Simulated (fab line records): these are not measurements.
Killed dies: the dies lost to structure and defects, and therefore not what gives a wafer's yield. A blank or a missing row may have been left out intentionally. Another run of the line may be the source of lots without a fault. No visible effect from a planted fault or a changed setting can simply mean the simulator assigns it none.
A single fault, viewed from 2 desks | flow nand-harc | every desk sees just its own numbers, and what lay behind them comes last

## FOR THE TOOL OWNER'S DESK: litho-track-05
The tool's own readings at NHARC_P_STI_SOFTBAKE_04 (time 70 s): means of the sampled wafers that have a number, for each lot that ran on this tool. A lot is out of limits, marked OUT, if its mean lies more than 4 standard deviations from the usual mean; the brackets give that distance.
Columns: A = heater-power-total-W at NHARC_P_STI_SOFTBAKE_04, usual 201.0 W; B = plate-temp-C at NHARC_P_STI_SOFTBAKE_04, usual 125.00 C
lot  | first seen here | A               | B
L554 | day 3 04:00     | 199.3           | 124.86
L564 | day 5 20:00     | 222.3 (+15) OUT | 124.96
L566 | day 6 01:00     | 223.3 (+16) OUT | 124.71
This desk's verdict: out of limits on L564, L566, starting with L564 at day 5 20:00 (heater-power-total-W at NHARC_P_STI_SOFTBAKE_04). L554 stayed within limits.

## THE DEFECT DESK
What the inspections along the route counted, lot by lot: means of the sampled wafers that have a number. A lot is out of limits, marked OUT, if its mean lies more than 4 standard deviations from the usual mean; the brackets give that distance.
Columns: A = raw-defect-count at NHARC_P_ZERO_WELL_INSPECT_43, usual 13
lot  | first seen here | A
L554 | day 2 13:36     | 13
L556 | day 3 01:50     | 12
L564 | day 5 01:40     | 7
L566 | day 5 13:40     | 9
L573 | day 7 07:50     | 10
L574 | day 7 13:41     | 9
Finding of this desk: none of the 6 lots has anything out of limits.

## BROUGHT TOGETHER
At day 5 20:00, on L564, L566, the tool owner's desk was in a position to raise an alarm.
No out-of-limits result turned up at the defect desk.
The defect desk has L564, L566 on record, within its limits.
Of the lots named, all ran NHARC_P_STI_SOFTBAKE_04 on litho-track-05.

## WHAT THE SIMULATOR HAD INSERTED
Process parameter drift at NHARC_P_STI_SOFTBAKE_04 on litho-track-05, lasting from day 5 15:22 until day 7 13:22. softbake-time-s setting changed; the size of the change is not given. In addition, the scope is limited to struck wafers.
Lots struck among those shown: L564, L566.
Delay in hours, fault start to first out-of-limits reading, by desk: the tool owner's desk at 5.
